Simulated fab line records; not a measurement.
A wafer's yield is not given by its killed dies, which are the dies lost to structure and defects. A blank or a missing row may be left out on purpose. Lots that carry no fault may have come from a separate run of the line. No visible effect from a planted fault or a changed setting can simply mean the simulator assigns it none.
Comparing a struck lot with a sound one ; flow nand harc ; 15 out of 1159 route steps
Sound: wafers L479.1, L479.2, L479.6. The struck wafers were L478.2, L478.3, L478.4. At the end, the cause is stated.
Each step with rows lists, per side, the tool, then ch with its chambers, then its first start. Under that, the readings that differ: sound wafers ; struck wafers ; difference of the means ; sigmas: that difference in standard deviations of wafers without a fault.
alike: readings whose means differ by less than 2 such deviations, and words and numbers that are the same on both sides. not compared: withheld readings, readings that some wafer has no value for, bounds like >300 that may hide the same value, and numbers for which the record gives no deviation and whose values overlap.
A row with sigmas, a row that says differs or no value, or rows on one side alone: a step with any of these is where the two part. Non-overlapping numbers with no deviation appear without sigmas and do not part them. Lack of a reading on every wafer of one side parts them only where that side has two or more wafers.

first, 1 step without rows for these wafers: NHARC_A_CONTACT_ETCH_137 (etches the open film in C4F8/O2/Ar, time 132 s, target depth 1287 nm).
NHARC_A_CONTACT_ETCH_138: etches the open film in C4F8/O2/Ar, time 132 s, target depth 1289 nm.
  sound on har cap etch-03 ch 0,1, day 20 20:14; struck on har cap etch-03 ch 0,1, day 20 14:38
  not compared: rf hours counter h
NHARC_A_CONTACT_ETCH_139: etches the open film in C4F8/O2/Ar, time 137 s, target depth 590 nm.
  sound on har cap etch-03 ch 0,1, day 20 20:22; struck on har cap etch-03 ch 0,1, day 20 14:46
  not compared: rf hours counter h
NHARC_A_CONTACT_ETCH_92: etches the open film in CH3F/O2, target depth 40 nm, time 85.7 s.
  sound on rie diel-04 ch 0,1, day 20 20:46; struck on rie diel-13 ch 0,1,3, day 20 15:10
  alike: drypump motor current A, oes product au, rf vpp V, showerhead plenum p Torr, throttle valve pct
  not compared: rf hours counter h
NHARC_A_CONTACT_ETCH_98: etches the open film in C4F6/O2, target depth 20 nm, time 10 s.
  sound: rie diel-04 ch 2,3; struck: rie diel-13 ch 0,2,3
  alike: drypump motor current A, oes product au, rf vpp V, showerhead plenum p Torr, throttle valve pct
  not compared: rf hours counter h
NHARC_A_CONTACT_CD_MEAS_15:
  struck on cd sem-01, day 20 15:23; sound on cd sem-03, day 20 20:59
  alike: cd nm
then, 4 steps without rows for these wafers: NHARC_A_CONTACT_STRIP_107 (strips in N2/H2); NHARC_A_CONTACT_STRIP_108 (strips in CF4/CHF3); NHARC_A_CONTACT_STRIP_109 (strips in O2/COS); NHARC_A_CONTACT_ETCH_110 (etches the open film in CF4/O2, target depth 50 nm, overetch 5 nm, time 27.5 s).
NHARC_A_CONTACT_STRIP_26: strips in O2.
  sound: rie diel-04 ch 1,2,3; struck: rie diel-01 ch 0,1,2
reading;sound;struck;difference;sigmas
drypump motor current A (A);6.2 6.3 6.6;5.4 5.1 4.9;-1.2;-2
  alike: oes product au, rf vpp V, showerhead plenum p Torr, throttle valve pct
  not compared: rf hours counter h
then, 1 step without rows for these wafers: NHARC_A_CONTACT_STRIP_27 (strips in post etch residue remover, time 600 s).
NHARC_A_CONTACT_ALD_18: deposits TiN, target thk 3 nm, pulse time 1 s, ald cycles 150.
  sound on ald metal-02 ch 0,3, day 20 21:56; struck on ald metal-02 ch 1,2,3, day 20 16:20
  no value came back on the struck wafers for ald cycles, heater power outer w (W), heater power w (W), precursor pulse height rel; on the sound wafers ald cycles reads 150 150 150
then, 1 step without rows for these wafers: NHARC_A_CONTACT_CVD_19 (deposits W, target thk 300 nm, time 802 s).
-- jump in the record: it breaks off in module A_CONTACT and resumes in module END (first step shown: number 1159 of the route), and 3 days separate the struck wafers' starts before and after --
NHARC_END_SORT_01:
  sound on prober-01 ch 0, day 23 08:05; struck on prober-02 ch 0, day 23 08:56
reading;sound;struck;difference;sigmas
killed at array;24 31 34;669 677 673;+643;+70
killed at periphery;9 8 8;5 0 1;-6;-2
killed dies;35 42 46;677 677 677;+636;+66
  alike: killed at other, killed open, killed short

== WHERE THEY PART ==
Earliest at NHARC_A_CONTACT_STRIP_26; latest, in this record, at NHARC_END_SORT_01.

WHY: the cause the simulator had injected
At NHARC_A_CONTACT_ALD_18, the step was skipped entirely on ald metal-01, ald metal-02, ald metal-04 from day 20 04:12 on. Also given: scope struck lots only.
